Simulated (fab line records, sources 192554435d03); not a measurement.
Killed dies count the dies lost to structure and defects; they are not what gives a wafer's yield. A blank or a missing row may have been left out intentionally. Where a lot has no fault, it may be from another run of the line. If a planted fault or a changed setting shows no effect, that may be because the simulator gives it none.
Chamber matching -- flow n5Finfet -- pecvd-02 running N5_BEOL_M7_DEP_56: 3 sister chambers
The step deposits SiCN from 3MS/NH3, target thk 10 nm, time 17.5 s. 14 wafers are shown with their chamber, then 7 later ones without.

## EACH WAFER AND ITS CHAMBER
wafer,chamber,showerheadPlenumPTorr (Torr),throttleValvePct (%),rfFwdPowerW (W)
L074.4,2,3.660,9.3,199.7
L074.5,1,3.662,10.0,200.1
L074.6,0,3.644,9.8,199.2
L080.1,2,3.648,9.2,199.3
L080.4,2,3.653,9.1,199.0
L080.6,2,3.650,9.5,198.2
L086.1,2,3.643,9.5,199.2
L086.2,0,3.639,9.4,199.5
L086.6,2,3.649,9.1,199.4
L089.1,0,3.639,9.5,199.2
L089.3,2,3.655,9.2,200.3
L089.6,2,3.654,9.4,200.4
L093.3,0,3.640,9.6,198.7
L093.4,2,3.653,9.2,199.2

SIGNATURES (averages over the wafers above)
reading,chamber 0,chamber 1,chamber 2,scatter within a chamber
showerheadPlenumPTorr,3.64050,3.66200,3.65167,0.00432
throttleValvePct,9.575,10.000,9.278,0.16
rfFwdPowerW,199.150,200.100,199.411,0.597
Rule: a wafer lies at a distance from a chamber equal to the root of the sum of squares, over the readings, of (its reading less the chamber's mean, divided by the reading's scatter). If the next closest chamber is less than 2 further off than the closest, the wafer can't be placed; otherwise it belongs to the closest. The scatter: take each reading less its chamber's mean, square it, sum over the shown wafers, divide by the number of wafers less the number of chambers, and take the root.

## WAFERS WITH NO CHAMBER GIVEN
wafer,showerheadPlenumPTorr (Torr),throttleValvePct (%),rfFwdPowerW (W)
L093.6,3.674,10.0,199.7
L097.2,3.673,9.9,199.6
L097.3,3.639,9.7,199.1
L097.6,3.674,10.2,200.1
L096.3,3.653,9.5,199.6
L096.4,3.643,10.1,198.9
L096.6,3.672,10.1,199.3

## THE CHAMBER EACH PASSED THROUGH
wafer,from the rows above,in truth
L093.6,1,1
L097.2,1,1
L097.3,0,0
L097.6,1,1
L096.3,can't be placed: 2 or 0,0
L096.4,can't be placed: 0 or 1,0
L096.6,1,1
Correct placement for 5 of the 7. These rows do not allow placing 2 (true chamber among the candidates in 2). Number placed wrongly: 0.
